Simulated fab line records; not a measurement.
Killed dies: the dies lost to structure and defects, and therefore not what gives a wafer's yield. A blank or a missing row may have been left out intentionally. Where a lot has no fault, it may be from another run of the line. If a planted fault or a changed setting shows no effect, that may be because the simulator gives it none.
A lot that was struck, set against a sound lot -- flow nand-harc -- 32 steps out of a route of 1159
Sound: the wafers L423.1, L423.2, L423.4. Struck: wafer L410.2 (L410.1, L410.6, from the same lot, were not struck and are left out); the cause is given at the end.
Per side, at each step with rows, come the tool, then ch with its chambers, and then its first start. Under that, the readings that differ: sound wafers -- struck wafers -- difference of the means -- sigmas: that difference in standard deviations of wafers without a fault.
alike: words and numbers the same on both sides, and readings whose means are apart by under 2 such deviations; not compared: readings that were withheld, readings missing a value for some wafer, numbers with overlapping values and no deviation given by the record, and bounds like >300 which may hide the same value.
A row with sigmas, a row that says differs or no value, or rows on one side alone: a step with any of these is where the two part. Numbers that have no deviation but don't overlap get no sigmas and don't part them. A reading that every wafer of one side lacks parts them only if that side has two wafers or more.

first, 5 steps without rows for these wafers: NHARC_A_ONON_D1_DEP_19 (target thk 1000 nm); NHARC_A_ONON_D1_DEP_22 (target thk 1000 nm); NHARC_A_ONON_D1_DEP_25 (target thk 1000 nm); NHARC_A_ONON_D1_DEP_28 (target thk 1000 nm); NHARC_A_ONON_D1_DEP_33 (deposits SiO2, target thk 200 nm).
NHARC_A_CHANNEL_HOLE_D1_DEP_00: deposits aC, target thk 3100 nm.
  sound on acl-dep-02 ch 0, day 12 15:03; struck on acl-dep-01 ch 0, day 9 14:57
  alike: throttle-valve-pct
then, 25 steps without rows for these wafers: NHARC_A_CHANNEL_HOLE_D1_DEP_01 (deposits SiON, target thk 140 nm); NHARC_A_CHANNEL_HOLE_D1_DEHYDRATE_02 (time 120 s); NHARC_A_CHANNEL_HOLE_D1_HMDS_03 (time 30 s); NHARC_A_CHANNEL_HOLE_D1_COAT_36 (time 75 s); NHARC_A_CHANNEL_HOLE_D1_COAT_37 (time 65 s); NHARC_A_CHANNEL_HOLE_D1_COAT_04 (resist thk 90 nm); NHARC_A_CHANNEL_HOLE_D1_SOFTBAKE_05 (time 55 s); NHARC_A_CHANNEL_HOLE_D1_EBR_06; NHARC_A_CHANNEL_HOLE_D1_EXPOSE_07 (exposes mask HOLE D1, target cd 100 nm); NHARC_A_CHANNEL_HOLE_D1_PEB_08 (peb time 65 s); NHARC_A_CHANNEL_HOLE_D1_DEVELOP_09 (develop time 35 s); NHARC_A_CHANNEL_HOLE_D1_DESCUM_15 (chemistry O2, time 3 s); NHARC_A_CHANNEL_HOLE_D1_ETCH_38 (etches the open film in CF4, target depth 39 nm, time 65 s); NHARC_A_CHANNEL_HOLE_D1_ETCH_39 (etches the open film in N2/H2, target depth 260 nm, time 325 s); NHARC_A_CHANNEL_HOLE_D1_ETCH_34 (etches the open film in CF4/CHF3, target depth 154 nm, time 77 s); NHARC_A_CHANNEL_HOLE_D1_ETCH_16 (etches the open film in O2/COS, target depth 3100 nm, time 806 s); NHARC_A_CHANNEL_HOLE_D1_ETCH_19 (etches the open film in C4F8/O2/Ar, time 34.5 s); NHARC_A_CHANNEL_HOLE_D1_ETCH_20 (etches the open film in C4F8/O2/Ar, time 361.9 s, target depth 1600 nm); NHARC_A_CHANNEL_HOLE_D1_ETCH_21 (etches the open film in C4F8/O2/Ar, time 514.3 s, target depth 1600 nm); NHARC_A_CHANNEL_HOLE_D1_ETCH_22 (etches the open film in C4F8/O2/Ar, time 666.7 s, target depth 1600 nm); NHARC_A_CHANNEL_HOLE_D1_ETCH_23 (etches the open film in C4F8/O2/Ar, time 819 s, target depth 1600 nm); NHARC_A_CHANNEL_HOLE_D1_ETCH_24 (etches the open film in C4F8/O2/Ar, time 906.2 s, target depth 1500 nm); NHARC_A_CHANNEL_HOLE_D1_ETCH_25 (etches the open film in C4F8/O2/Ar, time 1040.2 s, target depth 1500 nm); NHARC_A_CHANNEL_HOLE_D1_ETCH_26 (etches the open film in C4F8/O2/Ar, time 224.1 s, target depth 300 nm); NHARC_A_CHANNEL_HOLE_D1_ETCH_33 (etches the open film in C4F8/O2/Ar, time 90 s, target depth 400 nm).
-- the record jumps here: 11 days lie between the struck wafers' starts before and after (it left off in module A_CHANNEL_HOLE_D1 and takes up again in module END, whose first step shown is number 1159 of the route) --
NHARC_END_SORT_01:
  here the record holds rows for the struck wafers (prober-01 ch 0, day 20 15:04) but none for the sound ones

WHERE THEY PART
NHARC_END_SORT_01 only, going by this record.

WHY: the cause the simulator had injected
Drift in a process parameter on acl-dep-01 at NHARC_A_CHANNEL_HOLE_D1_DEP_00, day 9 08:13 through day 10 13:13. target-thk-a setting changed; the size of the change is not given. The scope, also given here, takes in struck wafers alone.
